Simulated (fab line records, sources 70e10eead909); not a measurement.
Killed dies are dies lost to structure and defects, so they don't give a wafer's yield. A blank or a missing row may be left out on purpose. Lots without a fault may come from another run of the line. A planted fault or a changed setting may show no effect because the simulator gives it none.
Which tool did it? | flow nand_harc | 6 lots, 17 wafers sampled, at 2 steps of a route of 1302

WHAT THE GAUGES READ, wafer by wafer
NHARC_A_CHANNEL_FILL_D1_INSPECT_13.
lot  | measured     | on                | raw_defect_count
L796 | day 12 02:25 | defect_inspect-02 | 187 307 360
L802 | day 14 15:51 | defect_inspect-02 | 423 351
L808 | day 16 18:23 | defect_inspect-01 | 333 409 293
L810 | day 17 10:46 | defect_inspect-01 | 352 145 359
L812 | day 18 06:19 | defect_inspect-02 | 306 379 197
L815 | day 19 23:32 | defect_inspect-02 | 222 556 190

WHICH TOOL RAN EACH LOT (tool, then ch and the chambers of the sampled wafers, then the start)
lot  | NHARC_A_CHANNEL_FILL_D1_CMP_10
L796 | cmp-02 ch 1,2,3, day 12 02:01
L802 | cmp-02 ch 1,2, day 14 15:29
L808 | cmp-02 ch 1,2,3, day 16 18:03
L810 | cmp-01 ch 0,2,3, day 17 10:21
L812 | cmp-04 ch 0,1,3, day 18 05:54
L815 | cmp-01 ch 1,3, day 19 23:09
- NHARC_A_CHANNEL_FILL_D1_CMP_10: polishes, target thk 150 nm.

THE ANSWER, worked out from the rows above alone
Rule: what is usual is taken from the lots themselves. Put in order of their means at a reading, lots are off if they are a third of the lots or fewer, leave a main group of 4 or more, and stand apart from it by a gap of 3 or more times the standard deviation of the main group's means; of several such gaps the widest counts. A main group whose means are all the same, to the digits that the tables above print for the reading, isn't used. A lot without any number at a reading at which 4 lots or more have one is off too. The other lots that the step has rows for count as sound.
No lot is off at any reading shown: from this, nothing can be told.

WHAT THE SIMULATOR HAD PUT IN
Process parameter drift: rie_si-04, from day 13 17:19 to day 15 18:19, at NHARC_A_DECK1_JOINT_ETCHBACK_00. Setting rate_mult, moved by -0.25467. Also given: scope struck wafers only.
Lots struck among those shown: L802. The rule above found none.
